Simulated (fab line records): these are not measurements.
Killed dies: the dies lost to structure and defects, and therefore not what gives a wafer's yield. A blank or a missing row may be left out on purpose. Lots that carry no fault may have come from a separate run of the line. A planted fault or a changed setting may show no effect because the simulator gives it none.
Lot-split experiment | flow n5 finfet | 21 wafers read across 7 lots, on a route 1938 steps long

## THE SPLIT
At N5_ZERO_LAYER_EXPOSE_08 (exposes mask ZERO, defocus 0 nm, target cd 2000 nm), the setting dose mj was moved away from the recipe's 16.2 on 4 of the 21 wafers read, by -4.3% to +7.2%. The other wafers ran this setting at the recipe's value.

## FROM THE SPLIT TO THE READING: what the file shows between them, 3 steps
- N5_ZERO_LAYER_PEB_09
- N5_ZERO_LAYER_DEVELOP_10: develop time 60 s
- N5_ZERO_LAYER_HARDBAKE_23: time 120 s

## THE READING
cd nm, in nm, at N5_ZERO_LAYER_CD_MEAS_11 (target cd 2000 nm). On this fab line, fault-free wafers typically give 1999.9 nm with a standard deviation of 2.1 nm.

wafer  | tool, chamber at the split | dose mj as run | against the recipe | cd nm, nm | against lot-mates on the recipe
L080.1 | krf scanner-02, 0          | 16.2           | recipe             | 1998.0    | -
L080.4 | krf scanner-02, 0          | 16.2           | recipe             | 2000.5    | -
L080.5 | krf scanner-02, 0          | 16.2           | recipe             | 2001.1    | -
L083.3 | krf scanner-01, 0          | 16.2           | recipe             | 2004.0    | -
L083.4 | krf scanner-01, 0          | 16.2           | recipe             | 2003.6    | -
L083.6 | krf scanner-01, 0          | 16.2           | recipe             | 2000.6    | -
L087.2 | krf scanner-01, 0          | 16.2           | recipe             | 1995.9    | -
L087.3 | krf scanner-01, 0          | 16.2           | recipe             | 2003.5    | -
L087.5 | krf scanner-01, 0          | 16.2           | recipe             | 1997.7    | -
L091.2 | krf scanner-01, 0          | 16.2           | recipe             | 2000.4    | -
L091.5 | krf scanner-01, 0          | 17.34          | +7.0%              | 2012.0    | +10.2
L091.6 | krf scanner-01, 0          | 16.2           | recipe             | 2003.2    | -
L095.3 | krf scanner-01, 0          | 16.2           | recipe             | 2003.3    | -
L095.4 | krf scanner-01, 0          | 16.2           | recipe             | 2003.5    | -
L095.5 | krf scanner-01, 0          | 16.2           | recipe             | 2004.2    | -
L096.1 | krf scanner-02, 0          | 17.37          | +7.2%              | 2015.8    | +12.0
L096.3 | krf scanner-02, 0          | 16.2           | recipe             | 2003.8    | -
L096.6 | krf scanner-02, 0          | 17.37          | +7.2%              | 2015.1    | +11.3
L097.4 | krf scanner-02, 0          | 16.2           | recipe             | 2001.8    | -
L097.5 | krf scanner-02, 0          | 15.5           | -4.3%              | 1995.0    | -6.0
L097.6 | krf scanner-02, 0          | 16.2           | recipe             | 2000.3    | -

FIT RESULTS
A straight line over all 21 wafers: cd nm changes by +1.75 nm for each +1% of dose mj; r = +0.90; the points scatter about the line by 2.4 nm.
The same after taking each lot's own level away (the mean of its wafers on the recipe; 21 wafers): +1.54 nm for each +1%; r = +0.94; scatter 1.6 nm.
That fit puts the effect of the largest move of dose mj on the reading at 11 nm.
The lots' own levels span 1999.03 to 2003.80 nm, that is 2.3 times the standard deviation above.
So the slope is not independent of the lot-to-lot level: the two fits are not the same.
Check: with one of the wafers moved furthest among these (+7.2%) left out of the fit, the line predicts +10.8 nm for it against its lot-mates. Against them it came out at +12 nm.

## FURTHER SPLITS ON THESE WAFERS
Before the reading, these wafers also passed through other splits. Each is held against what the fit with the lots' levels taken away leaves over:
other split on the same wafers | wafers away from the commonest value | r with cd nm (lot level and that fit taken away)
N5_ZERO_LAYER_COAT_05 spin rpm | 9                                    | +0.15

## THE WHOLE CHAIN: every reading that the file lists as answering this split, in the file's order
step                     | what it does             | reading                                                           | change (the file's fit)              | r (the file's)
N5_ZERO_LAYER_CD_MEAS_11 | target cd 2000 nm        | cd nm                                                             | +1.51 nm for each +1% of the setting | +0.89
N5_ZERO_LAYER_DESCUM_16  | chemistry O2, time 7.9 s | ZERO_LAYER.cd nm (the simulator's own value, which no gauge read) | +1.52 nm for each +1% of the setting | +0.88

## FILE'S OWN FIT
cd nm changes by +1.51 nm for each +1% of dose mj, r = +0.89.
